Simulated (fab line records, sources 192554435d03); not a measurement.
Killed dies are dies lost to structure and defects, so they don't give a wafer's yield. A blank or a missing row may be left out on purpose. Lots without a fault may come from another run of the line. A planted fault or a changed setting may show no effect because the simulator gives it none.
fab line records | flow n5_finfet | part 2 of 2: steps 20 to 27 of 27
record lots=5 wafers=15 last_day=20
route steps=1938 shown BEOL_M4@1051
lots that met no fault: from a run of the same line without faults
start_h: hours from the record's first day to the start of the lot's first wafer shown | wait_h: hours since the lot's step before | " the same as in the row above | L1.1+2: a row that stands for several wafers | - no value, or no start given | * or withheld: withheld | < > ~ a bound
route shown NAME@n: a module of which the file shows steps, and the number in the route of the first | usual: mean/standard deviation of fault-free wafers | same: alike in all rows | chamber/n: place in a boat | sites: the reading at each site | _std_site: their standard deviation | _edge_site: outer sites' mean less inner sites' | radius_mm: how far each site lies from the wafer's centre | mask NAME#n: copy n | behind: the tool/chamber that last shaped the wafer | hold: why the lot was held/for how many hours/how that ended | device: the transistor (n, p or np) that didn't switch | end of line: the same wafers' tests at the end of the route | a step without rows: its recipe alone | killed: dies lost to structure and defects at the first sort, not the wafer's yield | map: a wafer's dies, x killed, . not, _ none there
set.NAME: the setting as run; set.NAME@STEP: as run at that earlier step | model.NAME: the simulator's own value behind a step, which no gauge read
lots at some steps of the route; a table a step, a row a wafer
services: from which hour (start_h, from the record's first day; less than 0 if before it) a tool's chamber was out of use, for how many hours, and why
## steps
# step N5_BEOL_M4_TRENCH_ETCH_37
# recipe chemistry=C4F6/O2 target_depth_a=555.55 target=SiOC time_s=29.2 ion_energy_ev=250 pressure_mtorr=30 source_w=355 bias_w=185 Ar_flow_sccm=300 C4F6_flow_sccm=10 O2_flow_sccm=10
# usual drypump_motor_current_A=5.6/0.49 oes_product_au=0.80/0.091 rf_vpp_V=670/19 showerhead_plenum_p_Torr=2.86/0.083 throttle_valve_pct=20.69/0.19
# columns lot.wafer tool chamber start_h wait_h drypump_motor_current_A oes_product_au rf_hours_counter_h rf_vpp_V showerhead_plenum_p_Torr throttle_valve_pct
L074.1 rie_diel-05 1 - - 6.4 0.84 47 643 2.80 20.56
L074.2 " 3 " " 5.3 0.92 29 689 2.79 20.61
L074.5 " 0 " " 5.3 0.78 - 668 2.86 20.73
L091.3 rie_diel-01 1 - - 5.1 0.69 216 674 2.94 20.89
L091.5 " 3 " " 5.7 0.78 - 640 2.74 20.48
L091.6 " 0 " " 5.5 0.68 - 685 2.83 21.06
L093.2 rie_diel-04 0 - - 5.7 0.91 27 671 2.82 20.65
L093.3 " 2 " " 4.9 0.69 204 690 2.84 20.61
L093.4 " 1 " " 6.3 0.82 93 693 2.88 21.01
L092.2 rie_diel-04 3 - - 6.6 0.94 8 631 2.89 20.36
L092.3 " 2 " " 4.9 0.70 205 691 2.84 20.62
L092.5 " 0 " " 5.8 0.90 - 671 2.82 20.64
L094.1 rie_diel-01 3 - - 5.7 0.77 120 638 2.74 20.49
L094.5 " 3 " " 5.7 0.78 - 639 2.74 20.48
L094.6 " 2 " " 5.2 0.88 - 675 3.04 20.55
# step N5_BEOL_M4_ETCH_41
# recipe chemistry=CH3F/O2 target=SiCN target_depth_a=299 taper_deg=2 time_s=52.5 ion_energy_ev=120 mask_material=TiN pressure_mtorr=30 source_w=395 bias_w=75 Ar_flow_sccm=150 CH3F_flow_sccm=30 O2_flow_sccm=20
# usual drypump_motor_current_A=5.6/0.49 oes_product_au=0.80/0.091 rf_vpp_V=297.4/1.3 showerhead_plenum_p_Torr=2.01/0.061 throttle_valve_pct=16.14/0.2
# columns lot.wafer tool chamber start_h wait_h drypump_motor_current_A oes_product_au rf_hours_counter_h rf_vpp_V showerhead_plenum_p_Torr throttle_valve_pct
L074.1 rie_diel-05 1 - - 6.4 0.84 47 296.1 1.96 15.96
L074.2 " 3 " " 5.2 0.93 29 296.6 1.96 16.03
L074.5 " 0 " " 5.2 0.78 - 296.6 2.01 16.21
L091.3 rie_diel-01 1 - - 5.1 0.69 216 299.2 2.07 16.39
L091.5 " 3 " " 5.7 0.78 - 296.9 1.93 15.99
L091.6 " 0 " " 5.5 0.68 - 297.0 1.99 16.56
L093.2 rie_diel-04 0 - - 5.7 0.90 27 296.9 1.98 16.02
L093.3 " 2 " " 4.9 0.69 204 297.2 1.99 16.10
L093.4 " 1 " " 6.4 0.80 93 296.8 2.02 16.44
L092.2 rie_diel-04 3 - - 6.5 0.93 8 298.8 2.03 15.83
L092.3 " 2 " " 4.9 0.69 205 296.4 1.99 16.10
L092.5 " 0 " " 5.8 0.90 - 298.2 1.98 16.02
L094.1 rie_diel-01 3 - - 5.6 0.77 120 295.0 1.92 16.01
L094.5 " 3 " " 5.6 0.78 - 297.4 1.92 16.00
L094.6 " 2 " " 5.3 0.88 - 299.5 2.14 15.94
# step N5_BEOL_M4_STRIP_97
# recipe chemistry=N2/H2 time_s=10 power_w=450 temp_c=40 pressure_mtorr=20 rf_frequency_hz=6e+07 bias_power_w=7 n2_flow_sccm=200 h2_flow_sccm=200
# usual drypump_motor_current_A=5.6/0.49 oes_product_au=0.80/0.087 rf_vpp_V=59.2/0.84 showerhead_plenum_p_Torr=2.54/0.079 temp_c=40.00/0.11 throttle_valve_pct=23.4/0.36
# columns lot.wafer tool chamber start_h wait_h drypump_motor_current_A oes_product_au rf_hours_counter_h rf_vpp_V showerhead_plenum_p_Torr temp_c throttle_valve_pct
L074.1 rie_diel-05 1 - - 6.4 0.86 47 59.8 2.48 39.96 23.2
L074.2 " 3 " " 5.3 0.92 29 58.1 2.48 40.01 23.4
L074.5 " 0 " " 5.3 0.79 - 57.4 2.55 39.87 23.3
L091.3 rie_diel-01 1 - - 5.1 0.70 216 60.3 2.66 39.96 24.1
L091.5 " 3 " " 5.7 0.79 - 58.6 2.47 40.08 23.3
L091.6 " 0 " " 5.5 0.69 - 59.5 2.51 40.05 23.6
L093.2 rie_diel-04 0 - - 5.7 0.89 27 58.4 2.46 40.12 22.8
L093.3 " 2 " " 4.9 0.69 204 59.4 2.52 40.07 23.3
L093.4 " 1 " " 6.3 0.80 93 60.1 2.58 39.96 23.9
L092.2 rie_diel-04 3 - - 6.5 0.94 8 61.5 2.58 39.71 23.3
L092.3 " 2 " " 4.9 0.69 205 58.6 2.52 39.93 23.3
L092.5 " 0 " " 5.7 0.90 - 59.4 2.46 39.97 22.8
L094.1 rie_diel-01 3 - - 5.6 0.78 120 58.6 2.46 40.12 23.3
L094.5 " 3 " " 5.7 0.77 - 59.9 2.46 39.97 23.3
L094.6 " 2 " " 5.2 0.86 - 59.4 2.69 39.91 23.0
# step N5_BEOL_M4_OCD_MEAS_38
# usual trench_depth_nm=55.2/1.2
# columns lot.wafer tool chamber start_h wait_h trench_depth_nm
L074.1 ocd-01 - 226.82 - 54.2
L074.2 " - " " 55.3
L074.5 " - " " 54.8
L091.3 ocd-01 - 322.64 - 54.4
L091.5 " - " " 54.4
L091.6 " - " " 54.7
L093.2 ocd-01 - 343.31 - 56.2
L093.3 " - " " 53.3
L093.4 " - " " 56.2
L094.1 ocd-01 - 347.05 - 54.5
L094.5 " - " " 54.3
L094.6 " - " " 56.6
L092.2 ocd-02 - 347.05 - 57.1
L092.3 " - " " 54.0
L092.5 " - " " 56.1
# step N5_BEOL_M4_HM_STRIP_39
# recipe chemistry=peroxide_tin_strip material=TiN target_depth_a=250 temp_c=50 time_s=158
# usual temp_c=50.00/0.13
# columns lot.wafer tool chamber start_h wait_h temp_c
L074.1 wet_bench-06 4 226.85 0.0 50.10
L074.2 " 7 " " 50.05
L074.5 " 1 " " 50.08
L091.3 wet_bench-06 4 322.67 0.0 50.00
L091.5 " 0 " " 49.68
L091.6 " 3 " " 50.23
L093.2 wet_bench-06 2 343.34 0.0 49.94
L093.3 " 6 " " 49.87
L093.4 " 5 " " 49.93
L092.2 wet_bench-06 1 347.09 0.0 50.16
L092.3 " 7 " " 49.90
L092.5 " 0 " " 49.88
L094.1 wet_bench-05 1 347.09 0.0 49.86
L094.5 " 0 " " 49.81
L094.6 " 3 " " 49.85
# step N5_BEOL_M4_SRD_40
# recipe time_s=30 temp_c=23 rinse_liquid=diw dry=ipa_marangoni
# usual temp_c=22.98/0.096
# columns lot.wafer tool chamber start_h wait_h temp_c
L074.1 wet_bench-06 4 226.90 0.0 22.93
L074.2 " 7 " " 23.07
L074.5 " 1 " " 22.89
L091.3 wet_bench-06 4 322.71 0.0 23.00
L091.5 " 0 " " 22.92
L091.6 " 3 " " 22.95
L093.2 wet_bench-06 2 343.39 0.0 22.97
L093.3 " 6 " " 22.92
L093.4 " 5 " " 22.89
L094.1 wet_bench-05 1 347.13 0.0 22.95
L094.5 " 0 " " 22.87
L094.6 " 3 " " 23.04
L092.2 wet_bench-06 1 347.14 0.0 22.83
L092.3 " 7 " " 23.06
L092.5 " 0 " " 22.93
# step N5_BEOL_M4_PRECLEAN_42
# recipe chemistry=residue_remover time_s=60 temp_c=40
# usual temp_c=40.00/0.097
# columns lot.wafer tool chamber start_h wait_h temp_c
L074.1 wet_bench-06 4 226.92 0.0 39.91
L074.2 " 7 " " 39.96
L074.5 " 1 " " 40.00
L091.3 wet_bench-06 4 322.73 0.0 39.87
L091.5 " 0 " " 39.97
L091.6 " 3 " " 40.09
L093.2 wet_bench-06 2 343.41 0.0 40.04
L093.3 " 6 " " 39.91
L093.4 " 5 " " 40.10
L094.1 wet_bench-05 1 347.15 0.0 40.14
L094.5 " 0 " " 39.95
L094.6 " 3 " " 40.17
L092.2 wet_bench-06 1 347.15 0.0 40.12
L092.3 " 7 " " 39.98
L092.5 " 0 " " 39.78
# step N5_BEOL_M4_SRD_43
# recipe time_s=30 temp_c=23 rinse_liquid=diw dry=ipa_marangoni
# usual temp_c=22.99/0.11
# columns lot.wafer tool chamber start_h wait_h temp_c
L074.1 wet_bench-06 4 226.93 0.0 22.87
L074.2 " 7 " " 23.00
L074.5 " 1 " " 23.14
L091.3 wet_bench-06 4 322.75 0.0 22.94
L091.5 " 0 " " 23.02
L091.6 " 3 " " 23.04
L093.2 wet_bench-06 2 343.42 0.0 23.03
L093.3 " 6 " " 23.07
L093.4 " 5 " " 22.91
L094.1 wet_bench-05 1 347.17 0.0 23.10
L094.5 " 0 " " 23.10
L094.6 " 3 " " 22.91
L092.2 wet_bench-06 1 347.17 0.0 23.09
L092.3 " 7 " " 22.75
L092.5 " 0 " " 23.13
## services
# columns tool chamber start_h hours kind
euv_scanner-01 - 170.24 1.0 pm
rie_diel-05 - 177.06 2.8 pm
ald_sin-02 - 179.29 14.0 pm
euv_scanner-01 - 180.23 6.2 pm
euv_scanner-02 - 186.48 1.0 pm
rie_diel-05 - 188.93 0.2 repair
euv_scanner-02 - 199.78 0.5 repair
ald_sin-02 2 200.06 4.4 repair
euv_scanner-02 - 203.09 5.8 pm
rie_diel-04 3 206.48 9.8 repair
rie_diel-01 0 208.40 5.3 repair
rie_diel-05 - 208.65 0.6 repair
rie_diel-01 3 226.33 4.3 repair
euv_scanner-01 - 226.37 1.0 pm
ald_sin-04 0 229.62 4.6 repair
rie_diel-05 1 232.14 1.4 repair
euv_scanner-02 - 237.42 1.0 pm
ald_sin-04 - 260.60 2.8 pm
euv_scanner-01 - 269.60 3.9 repair
ald_sin-04 - 270.17 3.0 repair
euv_scanner-01 - 279.97 0.3 repair
euv_scanner-01 - 282.52 1.0 pm
euv_scanner-01 - 333.02 4.6 pm
euv_scanner-01 - 338.67 1.0 pm
